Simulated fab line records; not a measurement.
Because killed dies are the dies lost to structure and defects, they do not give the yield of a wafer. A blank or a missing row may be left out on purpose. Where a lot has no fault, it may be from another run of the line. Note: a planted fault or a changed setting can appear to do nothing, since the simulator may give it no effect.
fab line records	flow n5-finfet
record: lots: 7	wafers: 21
route steps=1938 shown BEOL_M6@1251 BEOL_M9@1408 BEOL_M10@1513 BEOL_M11@1578 BEOL_M12@1649 BEOL_M13@1680 BEOL_M15@1775
start-h: hours from the record's opening day to when the first of the lot's shown wafers began	wait-h: hours from the lot's prior step to this one	" identical to the entry in the row above	L1.1+2: several wafers, shown together as one row	- no value present, or no start provided	* or withheld: withheld	< > ~ a bound
route shown NAME@n: names a module that has steps shown in the file, with the first one's number in the route	usual: mean/standard deviation taken from wafers without a fault	same: alike in all rows	chamber/n: place in a boat	sites: per-site readings	_std_site: how widely they spread, as a standard deviation	_edge_site: the outer-site mean with the inner-site mean subtracted	radius-mm: how far each site lies from the wafer's centre	mask NAME#n: copy n	behind: tool/chamber where the wafer was last shaped	hold: why the lot was held/for how many hours/how that ended	device: the transistor (n, p or np) that didn't switch	end of line: the tests these same wafers got at the end of their route	a step given without rows: its recipe and nothing more	killed: count of dies lost to structure and defects at first sort (not the wafer's yield)	map: per-die view of a wafer (x killed, . not killed, _ where there is no die)
set.NAME: the setting that was run; set.NAME@STEP: the one run at that earlier step	model.NAME: the simulator's own value behind a step, which no gauge read
lots whose settings were changed on purpose; a table a step, a row a wafer
== steps ==
step: N5_BEOL_M6_ALD_77
recipe: material: TaN	target-thk-a: 20	temp-c: 275	ald-precursor-family: PDMAT	ald-co-reactant: NH3	pressure-torr: 3	carrier-flow-sccm: 1500	pulse-time-s: 2	purge-time-s: 3	co-reactant-purge-time-s: 2	co-reactant-pulse-time-s: 3	ald-cycles: 40	precursor-vessel-temp-c: 75	precursor-vessel-pressure-torr: 26.25	precursor-vessel-carrier-sccm: 1000
lot.wafer	tool	chamber	start-h	wait-h	set.co-reactant-pulse-time-s
L081.1+3+6	ald-metal-04	1,2,1	241.37	0.2	3
L084.4+5	ald-metal-01	3,0	256.69	0.1	3
L084.6	"	3	"	"	3.358
L088.2+6	ald-metal-04	0,3	276.90	0.0	3
L088.5	"	0	"	"	3.36
L087.1	ald-metal-01	1	281.10	0.1	3.226
L087.4+5	"	0,1	"	"	3
L089.3+5+6	ald-metal-01	0,3,2	295.32	0.0	3
L095.1+3	ald-metal-02	1,3	327.26	0.1	3
L095.6	"	2	"	"	3.634
L097.1+5	ald-metal-01	0,2	333.60	0.1	3.38
L097.6	"	3	"	"	3
step: N5_BEOL_M6_SURFACE_TREAT_79
recipe: gas: Ar	time-s: *	ion-energy-ev: *	ion-current-ma-cm2: 0.5	pressure-mtorr: *	ar-flow-sccm: 30
step: N5_BEOL_M6_CVD_78
recipe: material: Co	target-thk-a: 20	temp-c: withheld	precursor: CCTBA/H2	pressure-torr: 30	time-s: 142.3
step: N5_BEOL_M6_ECD_50
recipe: material: Cu	target-thk-a: 3000
step: N5_BEOL_M6_ANNEAL_51
recipe: temp-c: 225	time-s: 90	ambient: N2
step: N5_BEOL_M6_CMP_52
recipe: stop-on: SiCOH_lowk	t-overpolish-s: 6.9	down-force-psi: 1	platen-rpm: 50	clearing-platen-down-force-psi: 1.5	clearing-platen-rpm: 50	post-cmp-clean: cu-alkaline	target-thk-nm: 80	clearing-platen-pad-velocity-m-s: 0.99484	pad-velocity-m-s: 0.99484
lot.wafer	tool	chamber	start-h	wait-h	set.bias-w@BEOL_M6_TRENCH_ETCH_37	model.Cu_of_BEOL_M6_ECD_50.thk-nm
L081.3	cmp-01	0	242.76	0.2	212.5	83.8
L081.1+6	"	3,1	"	"	185	80.2
L084.4	cmp-03	0	257.77	0.1	152.8	73.6
L084.5	"	0	"	"	152.8	74.2
L084.6	"	1	"	"	185	78.8
L088.2	cmp-03	3	278.16	0.2	185	79.8
L088.6	"	3	"	"	215.2	84.8
L088.5	"	0	"	"	185	78.8
L087.1	cmp-03	3	282.28	0.3	153.5	78.4
L087.4	"	1	"	"	153.5	75
L087.5	"	2	"	"	185	83
L089.3	cmp-01	1	298.51	0.3	185	79.8
L089.5	"	2	"	"	185	80.2
L089.6	"	3	"	"	185	80.8
L095.3	cmp-03	2	328.54	0.2	185	82.2
L095.1	"	0	"	"	185	79.4
L095.6	"	2	"	"	185	81.8
L097.1	cmp-01	2	335.22	0.4	169.4	79
L097.5	"	3	"	"	185	80.4
L097.6	"	0	"	"	169.4	77.8
step: N5_BEOL_M6_THK_MEAS_53
recipe: thk-meas-gauge: xrf	reads: Cu_of_BEOL_M6_ECD_50
usual: M6_THK: 79.7/1.6
lot.wafer	tool	chamber	start-h	wait-h	set.bias-w@BEOL_M6_TRENCH_ETCH_37	M6_THK[nm]
L081.1	film-metro-01	-	243.06	-	185	78.7
L081.3	"	-	"	"	212.5	82.4
L081.6	"	-	"	"	185	78.8
L084.4	film-metro-01	-	258.06	-	152.8	72.8
L084.5	"	-	"	"	152.8	73.4
L084.6	"	-	"	"	185	78.1
L088.2	film-metro-01	-	278.45	-	185	78.5
L088.5	"	-	"	"	185	77.5
L088.6	"	-	"	"	215.2	83.5
L087.1	film-metro-01	-	282.53	-	153.5	77.3
L087.4	"	-	"	"	153.5	74.2
L087.5	"	-	"	"	185	81.9
L089.3	film-metro-02	-	298.69	-	185	79.5
L089.5	"	-	"	"	185	79.6
L089.6	"	-	"	"	185	80.6
L095.1	film-metro-01	-	328.83	-	185	78.2
L095.3	"	-	"	"	185	80.7
L095.6	"	-	"	"	185	80.4
L097.1	film-metro-01	-	335.40	-	169.4	77.8
L097.5	"	-	"	"	185	79.7
L097.6	"	-	"	"	169.4	76.7
step: N5_BEOL_M6_PRE_CLEAN_55
recipe: gas: NH3	time-s: 15	temp-c: withheld	rf-power-w: 300
step: N5_BEOL_M6_DEP_56
recipe: material: SiCN	target-thk-a: 100	temp-c: withheld	precursor: 3MS/NH3	pressure-torr: 3	rf-w: 202	time-s: 17.5
step: N5_BEOL_M6_RS_MEAS_57
recipe: thk-meas-gauge: four-point-probe	reads: Cu_of_BEOL_M6_ECD_50+Co_of_BEOL_M6_CVD_78+TaN_of_BEOL_M6_ALD_77
usual: M6_RS: 0.283/0.0065
lot.wafer	tool	chamber	start-h	wait-h	set.bias-w@BEOL_M6_TRENCH_ETCH_37	M6_RS[ohm/sq]
L081.1	film-metro-01	-	243.19	0.1	185	0.285
L081.3	"	-	"	"	212.5	0.271
L081.6	"	-	"	"	185	0.285
L084.4	film-metro-01	-	258.19	0.0	152.8	0.315
L084.5	"	-	"	"	152.8	0.313
L084.6	"	-	"	"	185	0.291
L088.2	film-metro-02	-	278.58	0.1	185	0.286
L088.5	"	-	"	"	185	0.292
L088.6	"	-	"	"	215.2	0.267
L087.1	film-metro-02	-	282.66	0.1	153.5	0.294
L087.4	"	-	"	"	153.5	0.309
L087.5	"	-	"	"	185	0.274
L089.3	film-metro-02	-	298.83	0.1	185	0.287
L089.5	"	-	"	"	185	0.286
L089.6	"	-	"	"	185	0.282
L095.1	film-metro-02	-	328.99	0.1	185	0.289
L095.3	"	-	"	"	185	0.278
L095.6	"	-	"	"	185	0.279
L097.1	film-metro-01	-	335.66	0.1	169.4	0.290
L097.5	"	-	"	"	185	0.284
L097.6	"	-	"	"	169.4	0.295
step: N5_BEOL_M9_COAT_05
recipe: resist: CAR-ArF	spin-rpm: 1500	resist-thk-nm: 90
lot.wafer	tool	chamber	start-h	wait-h	set.spin-rpm	model.CAR-ArF_of_BEOL_M9_COAT_05.thk-nm
L081.1+3	litho-track-03	0	-	-	1500	90.4
L081.6	"	0	"	"	1500	90.2
L084.4	litho-track-05	0	-	-	1500	90
L084.5+6	"	0	"	"	1625	86.6
L088.2+5	litho-track-05	0	-	-	1653	86
L088.6	"	0	"	"	1500	90.2
L087.1	litho-track-02	0	-	-	1354	95
L087.4	"	0	"	"	1500	90.2
L087.5	"	0	"	"	1354	94.8
L089.3+5	litho-track-02	0	-	-	1500	90
L089.6	"	0	"	"	1500	89.8
L095.1	litho-track-03	0	-	-	1500	90.4
L095.3	"	0	"	"	1500	90.2
L095.6	"	0	"	"	1500	90
L097.1	litho-track-05	0	-	-	1500	90
L097.5+6	"	0	"	"	1500	89.8
step: N5_BEOL_M9_DESCUM_16
recipe: chemistry: O2	time-s: 7.9	source-power-w: 50	bias-power-w: 20	pressure-mtorr: 20	rf-frequency-hz: 2.712e+07	temp-c: 40	resist: CAR-ArF	o2-flow-sccm: 225
lot.wafer	tool	chamber	start-h	wait-h	set.time-s	set.spin-rpm@BEOL_M9_COAT_05	model.CAR-ArF_of_BEOL_M9_COAT_05.thk-nm
L081.1	rie-diel-01	1	261.57	0.5	7.9	1500	83.8
L081.3	"	2	"	"	6.931	1500	84.4
L081.6	"	2	"	"	6.931	1500	84.2
L084.4	rie-diel-05	0	280.58	0.1	7.9	1500	83.4
L084.5	"	3	"	"	6.17	1625	81
L084.6	"	2	"	"	6.17	1625	81.2
L088.2	rie-diel-01	0	298.90	0.0	7.9	1653	79.4
L088.5	"	1	"	"	6.57	1653	80.2
L088.6	"	2	"	"	6.57	1500	84.6
L087.1	rie-diel-01	3	302.31	0.2	7.9	1354	88.4
L087.4	"	2	"	"	7.9	1500	83.6
L087.5	"	2	"	"	7.9	1354	88.2
L089.3+5	rie-diel-01	2,0	314.37	0.0	7.9	1500	83.4
L089.6	"	1	"	"	7.9	1500	83.2
L095.1	rie-diel-01	3	343.02	0.7	7.019	1500	84.4
L095.3	"	2	"	"	7.9	1500	83.8
L095.6	"	3	"	"	7.9	1500	83.6
L097.1+6	rie-diel-01	2,0	363.82	0.0	7.9	1500	83.4
L097.5	"	1	"	"	7.9	1500	83.2
step: N5_BEOL_M9_ETCH_61
recipe: chemistry: CF4	target: SiARC	target-depth-a: 390	mask-material: CAR-ArF	time-s: 65	ion-energy-ev: 80	pressure-mtorr: 40	source-w: 545	bias-w: 36	Ar_flow_sccm: 100	cf4-flow-sccm: 100	ends: cleared
lot.wafer	tool	chamber	start-h	wait-h	set.spin-rpm@BEOL_M9_COAT_05	model.CAR-ArF_of_BEOL_M9_COAT_05.thk-nm
L081.1	rie-diel-01	1	261.61	0.0	1500	55.6
L081.3	"	2	"	"	1500	56.4
L081.6	"	2	"	"	1500	56.2
L084.4	rie-diel-05	0	280.62	0.0	1500	55.6
L084.5+6	"	3,2	"	"	1625	53.2
L088.2	rie-diel-01	0	298.93	0.0	1653	51.4
L088.5	"	1	"	"	1653	52.2
L088.6	"	2	"	"	1500	56.4
L087.1	rie-diel-01	3	302.34	0.0	1354	60.4
L087.4	"	2	"	"	1500	55.8
L087.5	"	2	"	"	1354	60.2
L089.3+6	rie-diel-01	2,1	314.41	0.0	1500	55.4
L089.5	"	0	"	"	1500	55.6
L095.1	rie-diel-01	3	343.05	0.0	1500	56.4
L095.3	"	2	"	"	1500	55.8
L095.6	"	3	"	"	1500	55.6
L097.1+6	rie-diel-01	2,0	363.85	0.0	1500	55.4
L097.5	"	1	"	"	1500	55.2
step: N5_BEOL_M9_EXPOSE_25
recipe: mask-id: V8	na: 0.33	source-shape: annular	sigma-inner: 0.4	sigma-outer: 0.8	polarization: unpolarized	dose-mj: 37.25
lot.wafer	tool	chamber	start-h	wait-h	mask	set.dose-mj
L081.1+6	euv-scanner-02	0	263.18	-	V8#0	35.62
L081.3	"	0	"	"	V8#0	37.25
L084.4+5	euv-scanner-02	0	281.76	-	V8#0	38.21
L084.6	"	0	"	"	V8#0	37.25
L088.2+5+6	euv-scanner-02	0	299.62	-	V8#0	37.25
L087.1+4	euv-scanner-02	0	304.48	-	V8#0	38.72
L087.5	"	0	"	"	V8#0	37.25
L089.3+5+6	euv-scanner-02	0	316.96	-	V8#0	37.25
L095.1+3	euv-scanner-01	0	344.11	-	V8#0	37.25
L095.6	"	0	"	"	V8#0	35.41
L097.1+5	euv-scanner-01	0	364.49	-	V8#0	38.52
L097.6	"	0	"	"	V8#0	37.25
step: N5_BEOL_M9_PEB_26
recipe: peb-temp-c: 100	peb-time-s: 60	resist: CAR-EUV
step: N5_BEOL_M9_DEVELOP_27
recipe: develop-time-s: 30	developer: TMAH	resist: CAR-EUV	rinse-liquid: surfactant-rinse	dry: air-spin	dev-temp-c: 23
step: N5_BEOL_M9_CD_MEAS_28
recipe: target-cd-nm: 70	landing-energy-ev: 500	detector: se-inlens	polarity: opening
usual: cd-nm: 69.95/0.28
lot.wafer	tool	chamber	start-h	wait-h	set.dose-mj@BEOL_M9_EXPOSE_25	cd-nm
L081.1	cd-sem-02	0	263.30	-	35.62	69.27
L081.3	"	0	"	"	37.25	70.09
L081.6	"	0	"	"	35.62	68.71
L084.4	cd-sem-02	0	281.88	-	38.21	70.41
L084.5	"	0	"	"	38.21	70.28
L084.6	"	0	"	"	37.25	69.67
L088.2	cd-sem-02	0	299.74	-	37.25	69.65
L088.5	"	0	"	"	37.25	69.58
L088.6	"	0	"	"	37.25	69.78
L087.1	cd-sem-01	0	304.61	-	38.72	70.21
L087.4	"	0	"	"	38.72	70.74
L087.5	"	0	"	"	37.25	69.66
L089.3	cd-sem-02	0	317.08	-	37.25	69.86
L089.5	"	0	"	"	37.25	70.62
L089.6	"	0	"	"	37.25	70.31
L095.1	cd-sem-01	0	344.24	-	37.25	69.90
L095.3	"	0	"	"	37.25	70.13
L095.6	"	0	"	"	35.41	68.69
L097.1	cd-sem-03	0	364.62	-	38.52	71.24
L097.5	"	0	"	"	38.52	70.91
L097.6	"	0	"	"	37.25	70.03
step: N5_BEOL_M9_ETCH_66
recipe: chemistry: N2/H2	target: SOC	target-depth-a: 800	overetch-a: 160	mask-material: SiARC	temp-c: 40	time-s: 120	ion-energy-ev: 200	pressure-mtorr: 30	source-w: 840	bias-w: 150	n2-flow-sccm: 200	h2-flow-sccm: 200
lot.wafer	tool	chamber	start-h	wait-h	set.time-s	model.SiARC_of_BEOL_M9_COAT_64.thk-nm
L081.1	rie-diel-06	2	263.51	0.0	120	6.8
L081.3	"	0	"	"	120	6.6
L081.6	"	1	"	"	120	6.4
L084.4	rie-diel-06	3	282.12	0.0	120	6.4
L084.5	"	1	"	"	141.9	5.4
L084.6	"	0	"	"	120	6.6
L088.2	rie-diel-06	2	300.09	0.0	120	6.8
L088.5	"	0	"	"	120	6.6
L088.6	"	1	"	"	120	6.4
L087.1+4	rie-diel-05	2	304.81	0.0	120	6.2
L087.5	"	0	"	"	144.7	5.2
L089.3+5	rie-diel-06	1	317.28	0.0	120	6.6
L089.6	"	2	"	"	120	6.8
L095.1	rie-diel-01	2	344.44	0.0	120	6.6
L095.3+6	"	0	"	"	146.8	5.2
L097.1	rie-diel-01	1	364.82	0.0	120	6
L097.5	"	2	"	"	120	6.6
L097.6	"	0	"	"	120	6.4
step: N5_BEOL_M10_ETCH_41
recipe: chemistry: CH3F/O2	target: SiCN	target-depth-a: 426	taper-deg: 2	time-s: 86	ion-energy-ev: 120	mask-material: TiN	pressure-mtorr: 30	source-w: 395	bias-w: 75	Ar_flow_sccm: 150	CH3F_flow_sccm: 30	O2_flow_sccm: 20
usual: rf-vpp-V: 297.9/1.6
lot.wafer	tool	chamber	start-h	wait-h	set.source-w	rf-vpp-V
L081.1	rie-diel-02	3	-	-	395	297.4
L081.3	"	0	"	"	395	293.8
L081.6	"	3	"	"	372.4	302.8
L084.4	rie-diel-04	3	-	-	395	297.0
L084.5	"	1	"	"	395	296.1
L084.6	"	2	"	"	395	299.5
L088.2	rie-diel-02	2	-	-	447.1	287.4
L088.5	"	1	"	"	395	300.5
L088.6	"	3	"	"	395	298.2
L087.1	rie-diel-03	3	-	-	395	298.1
L087.4	"	2	"	"	451.9	283.8
L087.5	"	3	"	"	395	297.8
L089.3	rie-diel-04	0	-	-	395	300.1
L089.5	"	2	"	"	395	300.9
L089.6	"	1	"	"	395	296.7
L095.1	rie-diel-02	3	-	-	395	295.4
L095.3	"	0	"	"	395	300.1
L095.6	"	0	"	"	347.8	312.0
L097.1	rie-diel-04	3	-	-	395	297.6
L097.5	"	0	"	"	395	298.9
L097.6	"	3	"	"	395	298.1
step: N5_BEOL_M11_TRENCH_ETCH_37
recipe: chemistry: C4F6/O2	target-depth-a: 1488.3	target: SiCOH_lowk	time-s: 48	ion-energy-ev: 250	pressure-mtorr: 30	source-w: 345	bias-w: 185	Ar_flow_sccm: 300	C4F6_flow_sccm: 10	O2_flow_sccm: 10
usual: rf-vpp-V: 666/11
lot.wafer	tool	chamber	start-h	wait-h	set.bias-w	rf-vpp-V
L081.1	rie-diel-01	3	-	-	200.1	701
L081.3	"	2	"	"	185	649
L081.6	"	3	"	"	200.1	703
L084.4	rie-diel-06	1	-	-	185	665
L084.5	"	3	"	"	185	660
L084.6	"	0	"	"	185	667
L088.2	rie-diel-06	2	-	-	216.5	754
L088.5	"	1	"	"	185	668
L088.6	"	0	"	"	216.5	757
L087.1	rie-diel-01	2	-	-	185	649
L087.4	"	0	"	"	185	659
L087.5	"	0	"	"	185	661
L089.3	rie-diel-05	0	-	-	185	679
L089.5	"	2	"	"	185	681
L089.6	"	1	"	"	185	668
L095.1	rie-diel-06	2	-	-	185	665
L095.3	"	3	"	"	159.5	585
L095.6	"	0	"	"	159.5	595
L097.1	rie-diel-01	1	-	-	167.8	634
L097.5	"	0	"	"	185	659
L097.6	"	1	"	"	185	686
step: N5_BEOL_M11_ALD_74
recipe: material: TaN	target-thk-a: 20	temp-c: 275	ald-precursor-family: PDMAT	ald-co-reactant: NH3	pressure-torr: 3	carrier-flow-sccm: 1500	pulse-time-s: 2	purge-time-s: 3	co-reactant-purge-time-s: 2	co-reactant-pulse-time-s: 3	ald-cycles: 40	precursor-vessel-temp-c: 75	precursor-vessel-pressure-torr: 26.25	precursor-vessel-carrier-sccm: 1000
lot.wafer	tool	chamber	start-h	wait-h	set.ald-cycles	model.TaN_of_BEOL_M11_ALD_74.thk-nm
L081.1	ald-metal-03	1	283.04	0.0	46	2.4
L081.3	"	2	"	"	46	2.2
L081.6	"	2	"	"	40	2
L084.4	ald-metal-03	0	300.86	0.0	46	2.4
L084.5	"	3	"	"	46	2.2
L084.6	"	0	"	"	40	2
L088.2	ald-metal-01	0	318.94	0.1	46	2.4
L088.5+6	"	3,2	"	"	40	2
L087.1+4	ald-metal-03	3,1	324.16	0.3	46	2.2
L087.5	"	0	"	"	40	2
L089.3+5+6	ald-metal-02	1,3,0	336.41	0.0	40	2
L095.1+6	ald-metal-03	1	367.82	0.0	45	2.2
L095.3	"	3	"	"	40	2
L097.1+5+6	ald-metal-02	0,0,3	382.12	0.1	40	2
step: N5_BEOL_M12_SPUTTER_44
recipe: material: Ta	target-thk-a: 100	temp-c: 50	bias-v: 80	power-w: 15000	chamber-pressure-pa: 0.07	time-s: 16.13
lot.wafer	tool	chamber	start-h	wait-h	set.time-s	model.Ta_of_BEOL_M12_SPUTTER_44.thk-nm
L081.1+3+6	pvd-sputter-02	-	291.32	0.0	14.62	9
L084.4+6	pvd-sputter-01	-	307.03	0.0	16.13	10
L084.5	"	-	"	"	14.6	9
L088.2+5+6	pvd-sputter-02	-	327.63	0.0	16.13	9.8
L087.1+5	pvd-sputter-01	-	331.03	0.0	13.75	8.6
L087.4	"	-	"	"	16.13	10
L089.3+6	pvd-sputter-03	-	342.03	0.0	16.13	9.8
L089.5	"	-	"	"	16.13	10
L095.1+3	pvd-sputter-03	-	374.72	0.0	16.78	10.2
L095.6	"	-	"	"	16.13	9.8
L097.1+6	pvd-sputter-01	-	389.22	0.0	16.13	10.2
L097.5	"	-	"	"	18.07	11.4
step: N5_BEOL_M13_COAT_65
recipe: resist: SOC	temp-c: 250	time-s: 60	spin-rpm: 1500	resist-thk-nm: 350
lot.wafer	tool	chamber	start-h	wait-h	set.spin-rpm	model.SOC_of_BEOL_M13_COAT_65.thk-nm
L081.1	litho-track-01	0	293.91	0.0	1500	348
L081.3	"	0	"	"	1445	354.4
L081.6	"	0	"	"	1500	349
L084.4	litho-track-03	0	309.44	0.0	1417	360.2
L084.5	"	0	"	"	1500	349.6
L084.6	"	0	"	"	1500	349.8
L088.2	litho-track-04	0	330.36	0.0	1566	341.6
L088.5	"	0	"	"	1500	348
L088.6	"	0	"	"	1500	348.8
L087.1	litho-track-01	0	334.83	0.0	1500	351.8
L087.4	"	0	"	"	1550	344.6
L087.5	"	0	"	"	1550	346.2
L089.3	litho-track-04	0	344.74	0.0	1500	350.2
L089.5	"	0	"	"	1500	350.8
L089.6	"	0	"	"	1500	350.6
L095.1	litho-track-03	0	377.10	0.0	1612	337.8
L095.3	"	0	"	"	1500	350.8
L095.6	"	0	"	"	1500	351
L097.1	litho-track-04	0	391.48	0.0	1500	349.6
L097.5+6	"	0	"	"	1655	333
step: N5_BEOL_M15_COAT_58
recipe: resist: BARC	temp-c: 205	time-s: 60	spin-rpm: 1500	resist-thk-nm: 89
lot.wafer	tool	chamber	start-h	wait-h	set.spin-rpm	model.BARC_of_BEOL_M15_COAT_58.thk-nm
L081.1+6	litho-track-01	0	304.30	0.0	1500	89
L081.3	"	0	"	"	1500	89.4
L084.4	litho-track-04	0	320.57	0.0	1372	92.6
L084.5	"	0	"	"	1500	88.6
L084.6	"	0	"	"	1372	92.8
L088.2	litho-track-04	0	339.37	0.0	1500	89.4
L088.5	"	0	"	"	1500	89.2
L088.6	"	0	"	"	1436	91
L087.1+5	litho-track-04	0	344.38	0.0	1500	88.6
L087.4	"	0	"	"	1437	90.6
L089.3	litho-track-05	0	356.79	0.0	1500	88
L089.5+6	"	0	"	"	1500	88.4
L095.1+3	litho-track-04	0	385.91	0.0	1500	88.8
L095.6	"	0	"	"	1500	89
L097.1+6	litho-track-01	0	400.49	0.0	1500	88.6
L097.5	"	0	"	"	1619	85.8
step: N5_BEOL_M15_COAT_04
recipe: spin-rpm: 1704	resist-thk-nm: 800
step: N5_BEOL_M15_EBR_06
recipe: solvent: PGMEA	ebr-width-mm: 1.5
step: N5_BEOL_M15_DESCUM_15
recipe: chemistry: O2	time-s: 7.9	source-power-w: 50	bias-power-w: 20	pressure-mtorr: 20	rf-frequency-hz: 2.712e+07	temp-c: 40	o2-flow-sccm: 225
step: N5_BEOL_M15_ETCH_59
recipe: chemistry: N2/H2	target: BARC	target-depth-a: 890	overetch-a: 267	time-s: 67.9	ion-energy-ev: 200	pressure-mtorr: 30	source-w: 840	bias-w: 150	n2-flow-sccm: 200	h2-flow-sccm: 200
lot.wafer	tool	chamber	start-h	wait-h	set.spin-rpm@BEOL_M15_COAT_58	model.etch.depth-nm
L081.1	rie-diel-06	1	304.82	0.0	1500	88.95
L081.3	"	3	"	"	1500	89.35
L081.6	"	1	"	"	1500	88.93
L084.4	rie-diel-01	1	320.97	0.0	1372	92.67
L084.5	"	3	"	"	1500	88.57
L084.6	"	2	"	"	1372	92.83
L088.2	rie-diel-05	0	340.53	0.0	1500	89.33
L088.5	"	0	"	"	1500	89.25
L088.6	"	3	"	"	1436	90.97
L087.1	rie-diel-06	0	344.77	0.0	1500	88.67
L087.4	"	2	"	"	1437	90.55
L087.5	"	2	"	"	1500	88.65
L089.3	rie-diel-01	2	357.30	0.0	1500	88.09
L089.5	"	0	"	"	1500	88.36
L089.6	"	2	"	"	1500	88.38
L095.1	rie-diel-01	1	386.30	0.0	1500	88.74
L095.3	"	2	"	"	1500	88.76
L095.6	"	1	"	"	1500	88.91
L097.1	rie-diel-05	0	401.01	0.0	1500	88.68
L097.5	"	1	"	"	1619	85.71
L097.6	"	2	"	"	1500	88.6
== key ==
split: step: N5_BEOL_M6_ALD_77	setting: co-reactant-pulse-time-s	stated: 3	by: wafer
response none clear
split: step: N5_BEOL_M9_COAT_05	setting: spin-rpm	stated: 1500	by: wafer
response: step: N5_BEOL_M9_COAT_05	reading: model.CAR-ArF_of_BEOL_M9_COAT_05.thk-nm	change: -0.436	per: 1%	r: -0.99
response: step: N5_BEOL_M9_DESCUM_16	reading: model.CAR-ArF_of_BEOL_M9_COAT_05.thk-nm	change: -0.425	per: 1%	r: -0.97
response: step: N5_BEOL_M9_ETCH_61	reading: model.CAR-ArF_of_BEOL_M9_COAT_05.thk-nm	change: -0.413	per: 1%	r: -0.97
split: step: N5_BEOL_M9_DESCUM_16	setting: time-s	stated: 7.9	by: wafer
response none clear
split: step: N5_BEOL_M9_EXPOSE_25	setting: dose-mj	stated: 37.25	by: wafer
response: step: N5_BEOL_M9_CD_MEAS_28	reading: cd-nm	change: +0.256	per: 1%	r: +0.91
split: step: N5_BEOL_M9_ETCH_66	setting: time-s	stated: 120	by: wafer
response: step: N5_BEOL_M9_ETCH_66	reading: model.SiARC_of_BEOL_M9_COAT_64.thk-nm	change: -0.0573	per: 1%	r: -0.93
split: step: N5_BEOL_M10_ETCH_41	setting: source-w	stated: 395	by: wafer
response: step: N5_BEOL_M10_ETCH_41	reading: rf-vpp-V	change: -1.03	per: 1%	r: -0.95
split: step: N5_BEOL_M11_TRENCH_ETCH_37	setting: bias-w	stated: 185	by: wafer
response: step: N5_BEOL_M11_TRENCH_ETCH_37	reading: rf-vpp-V	change: +5.24	per: 1%	r: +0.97
split: step: N5_BEOL_M11_ALD_74	setting: ald-cycles	stated: 40	by: wafer
response: step: N5_BEOL_M11_ALD_74	reading: model.TaN_of_BEOL_M11_ALD_74.thk-nm	change: +0.0194	per: 1%	r: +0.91
split: step: N5_BEOL_M12_SPUTTER_44	setting: time-s	stated: 16.13	by: wafer
response: step: N5_BEOL_M12_SPUTTER_44	reading: model.Ta_of_BEOL_M12_SPUTTER_44.thk-nm	change: +0.0986	per: 1%	r: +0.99
split: step: N5_BEOL_M13_COAT_65	setting: spin-rpm	stated: 1500	by: wafer
response: step: N5_BEOL_M13_COAT_65	reading: model.SOC_of_BEOL_M13_COAT_65.thk-nm	change: -1.69	per: 1%	r: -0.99
split: step: N5_BEOL_M15_COAT_58	setting: spin-rpm	stated: 1500	by: wafer
response: step: N5_BEOL_M15_COAT_58	reading: model.BARC_of_BEOL_M15_COAT_58.thk-nm	change: -0.425	per: 1%	r: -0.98
response: step: N5_BEOL_M15_ETCH_59	reading: model.etch.depth-nm	change: -0.431	per: 1%	r: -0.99
split outside-this-file step=N5_BEOL_M6_TRENCH_ETCH_37 setting=bias-w
split outside-this-file: this setting was split too, and the file shows its column; the key of that split is in another file
